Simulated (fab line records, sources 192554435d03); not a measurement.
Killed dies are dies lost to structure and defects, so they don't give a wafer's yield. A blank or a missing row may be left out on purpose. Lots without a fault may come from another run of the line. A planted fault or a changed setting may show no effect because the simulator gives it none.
Chamber matching | flow n5_finfet | N5_BEOL_M3_STRIP_36 on rie_diel-02: 4 sister chambers
The step strips in N2/H2. 8 wafers are shown with their chamber, then 12 later ones without.

WAFERS WITH THEIR CHAMBER
wafer  | chamber | showerhead_plenum_p_Torr (Torr) | drypump_motor_current_A (A)
L078.3 | 0       | 2.53                            | 5.7
L088.5 | 2       | 2.69                            | 5.9
L086.1 | 3       | 2.50                            | 5.7
L086.5 | 1       | 2.48                            | 5.0
L086.6 | 2       | 2.69                            | 5.8
L087.1 | 1       | 2.48                            | 5.1
L087.3 | 3       | 2.50                            | 5.7
L087.6 | 0       | 2.52                            | 5.7

WAFERS WITHOUT THEIR CHAMBER
wafer  | showerhead_plenum_p_Torr (Torr) | drypump_motor_current_A (A)
L093.1 | 2.52                            | 5.8
L093.2 | 2.47                            | 5.1
L093.4 | 2.49                            | 5.7
L095.3 | 2.49                            | 5.7
L095.5 | 2.49                            | 5.8
L095.6 | 2.52                            | 5.7
L094.1 | 2.49                            | 5.7
L094.5 | 2.49                            | 5.7
L094.6 | 2.52                            | 5.7
L096.1 | 2.49                            | 5.7
L096.2 | 2.51                            | 5.7
L096.4 | 2.68                            | 5.8

WHICH CHAMBER EACH WENT THROUGH
wafer  | from the rows above     | in truth
L093.1 | 0                       | 0
L093.2 | 1                       | 1
L093.4 | 3                       | 3
L095.3 | 3                       | 3
L095.5 | 3                       | 3
L095.6 | 0                       | 0
L094.1 | 3                       | 3
L094.5 | 3                       | 3
L094.6 | 0                       | 0
L096.1 | 3                       | 3
L096.2 | can't be placed: 3 or 0 | 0
L096.4 | 2                       | 2
Placed correctly: 11 of 12. Can't be placed from these rows: 1 (the true chamber is among the candidates in 1). Placed wrongly: 0.
How it was worked out, from the rows above alone: a wafer's distance from a chamber is the root of the sum, over the readings, of the square of ((its reading less the chamber's mean) divided by the reading's scatter). The wafer belongs to the nearest chamber; if the next one is less than 2 further off, it can't be placed. A chamber's mean is the mean of its shown wafers. The scatter: the root of (the sum of the squares of (reading less its chamber's mean) over the shown wafers, divided by (wafers less chambers)).
